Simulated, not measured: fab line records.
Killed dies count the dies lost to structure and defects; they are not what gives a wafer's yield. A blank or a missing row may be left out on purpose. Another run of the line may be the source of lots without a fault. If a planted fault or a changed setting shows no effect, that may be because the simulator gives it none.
Split-lot experiment :: flow n5 finfet :: route with 1938 steps; 7 lots, 21 wafers read

ON THE SPLIT
At N5_BEOL_M15_ETCH_61 (etches BARC in N2/H2, target depth 89 nm, overetch 26.7 nm, time 67.9 s), the setting time s was moved away from the recipe's 67.9 s on 8 of the 21 wafers read, by -21.0% to +21.5%. For the rest of the wafers, this setting stayed at what the recipe calls for.

The split's own step is where the reading is taken.

THE READING
coat_of_BEOL_M15_COAT_22.thk nm (the simulator's own value, which no gauge read), in nm, at N5_BEOL_M15_ETCH_61 (etches BARC in N2/H2, target depth 89 nm, overetch 26.7 nm, time 67.9 s). The file gives no usual value for it. Here, 13 wafers ran the recipe; their average is 718.0 nm with a standard deviation of 4.2 nm.

wafer: L078.1
tool, chamber at the split: rie diel-05, 3
time s as run, s: 67.9
against the recipe: recipe
coat_of_BEOL_M15_COAT_22.thk nm, nm: 721.2
against lot-mates on the recipe: -

wafer: L078.4
tool, chamber at the split: rie diel-05, 0
time s as run, s: 67.9
against the recipe: recipe
coat_of_BEOL_M15_COAT_22.thk nm, nm: 724.8
against lot-mates on the recipe: -

wafer: L078.6
tool, chamber at the split: rie diel-05, 1
time s as run, s: 67.9
against the recipe: recipe
coat_of_BEOL_M15_COAT_22.thk nm, nm: 727.2
against lot-mates on the recipe: -

wafer: L083.1
tool, chamber at the split: rie diel-05, 0
time s as run, s: 54.72
against the recipe: -19.4%
coat_of_BEOL_M15_COAT_22.thk nm, nm: 729
against lot-mates on the recipe: +10.4

wafer: L083.2
tool, chamber at the split: rie diel-05, 1
time s as run, s: 67.9
against the recipe: recipe
coat_of_BEOL_M15_COAT_22.thk nm, nm: 718.6
against lot-mates on the recipe: -

wafer: L083.4
tool, chamber at the split: rie diel-05, 3
time s as run, s: 54.72
against the recipe: -19.4%
coat_of_BEOL_M15_COAT_22.thk nm, nm: 729.6
against lot-mates on the recipe: +11.0

wafer: L089.3
tool, chamber at the split: rie diel-01, 2
time s as run, s: 77.23
against the recipe: +13.7%
coat_of_BEOL_M15_COAT_22.thk nm, nm: 710.6
against lot-mates on the recipe: -7.4

wafer: L089.4
tool, chamber at the split: rie diel-01, 0
time s as run, s: 77.23
against the recipe: +13.7%
coat_of_BEOL_M15_COAT_22.thk nm, nm: 709.2
against lot-mates on the recipe: -8.8

wafer: L089.6
tool, chamber at the split: rie diel-01, 3
time s as run, s: 67.9
against the recipe: recipe
coat_of_BEOL_M15_COAT_22.thk nm, nm: 718
against lot-mates on the recipe: -

wafer: L090.1
tool, chamber at the split: rie diel-01, 1
time s as run, s: 67.9
against the recipe: recipe
coat_of_BEOL_M15_COAT_22.thk nm, nm: 716.6
against lot-mates on the recipe: -

wafer: L090.2
tool, chamber at the split: rie diel-01, 0
time s as run, s: 67.9
against the recipe: recipe
coat_of_BEOL_M15_COAT_22.thk nm, nm: 718.6
against lot-mates on the recipe: -

wafer: L090.5
tool, chamber at the split: rie diel-01, 1
time s as run, s: 67.9
against the recipe: recipe
coat_of_BEOL_M15_COAT_22.thk nm, nm: 718.2
against lot-mates on the recipe: -

wafer: L092.2
tool, chamber at the split: rie diel-01, 1
time s as run, s: 53.63
against the recipe: -21.0%
coat_of_BEOL_M15_COAT_22.thk nm, nm: 727.2
against lot-mates on the recipe: +15.2

wafer: L092.5
tool, chamber at the split: rie diel-01, 0
time s as run, s: 53.63
against the recipe: -21.0%
coat_of_BEOL_M15_COAT_22.thk nm, nm: 732.4
against lot-mates on the recipe: +20.4

wafer: L092.6
tool, chamber at the split: rie diel-01, 1
time s as run, s: 67.9
against the recipe: recipe
coat_of_BEOL_M15_COAT_22.thk nm, nm: 712
against lot-mates on the recipe: -

wafer: L096.3
tool, chamber at the split: rie diel-01, 0
time s as run, s: 67.9
against the recipe: recipe
coat_of_BEOL_M15_COAT_22.thk nm, nm: 713
against lot-mates on the recipe: -

wafer: L096.4
tool, chamber at the split: rie diel-01, 2
time s as run, s: 82.51
against the recipe: +21.5%
coat_of_BEOL_M15_COAT_22.thk nm, nm: 701.6
against lot-mates on the recipe: -13.0

wafer: L096.6
tool, chamber at the split: rie diel-01, 2
time s as run, s: 67.9
against the recipe: recipe
coat_of_BEOL_M15_COAT_22.thk nm, nm: 716.2
against lot-mates on the recipe: -

wafer: L097.2
tool, chamber at the split: rie diel-05, 3
time s as run, s: 67.9
against the recipe: recipe
coat_of_BEOL_M15_COAT_22.thk nm, nm: 713.2
against lot-mates on the recipe: -

wafer: L097.3
tool, chamber at the split: rie diel-05, 0
time s as run, s: 54.8
against the recipe: -19.3%
coat_of_BEOL_M15_COAT_22.thk nm, nm: 725
against lot-mates on the recipe: +10.3

wafer: L097.4
tool, chamber at the split: rie diel-05, 1
time s as run, s: 67.9
against the recipe: recipe
coat_of_BEOL_M15_COAT_22.thk nm, nm: 716.2
against lot-mates on the recipe: -

THE FIT
A straight line over all 21 wafers: coat_of_BEOL_M15_COAT_22.thk nm changes by -0.585 nm for each +1% of time s; r = -0.88; the points scatter about the line by 3.8 nm.
The same after taking each lot's own level away (the mean of its wafers on the recipe; 21 wafers): -0.65 nm for each +1%; r = -0.96; scatter 2.2 nm.
That fit puts the effect of the largest move of time s on the reading at 14 nm.
Measured against the standard deviation above, the lots' own levels, which go from 712.00 to 724.40 nm, span 2.9 times it.
Consequently the slope shifts little with the lot-to-lot level, the two slopes agreeing.
Check: -14 nm against its lot-mates is what the line predicts for one of the wafers moved furthest among these (+21.5%) when that wafer is left out of the fit. Against them it came out at -13 nm.

THESE WAFERS: OTHER SPLITS
Before the reading, these wafers also passed through other splits. Each is held against what the fit with the lots' levels taken away leaves over:
other split on the same wafers: N5_BEOL_M13_TRENCH_ETCH_34 time s
wafers away from the commonest value: 5
r with coat_of_BEOL_M15_COAT_22.thk nm (lot level and that fit taken away): +0.13

other split on the same wafers: N5_BEOL_M14_TRENCH_ETCH_34 time s
wafers away from the commonest value: 8
r with coat_of_BEOL_M15_COAT_22.thk nm (lot level and that fit taken away): +0.09

other split on the same wafers: N5_BEOL_M14_SPUTTER_43 time s
wafers away from the commonest value: 5
r with coat_of_BEOL_M15_COAT_22.thk nm (lot level and that fit taken away): +0.17

THE FILE'S OWN FIT
coat_of_BEOL_M15_COAT_22.thk nm changes by -0.636 nm for each +1% of time s, r = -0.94.
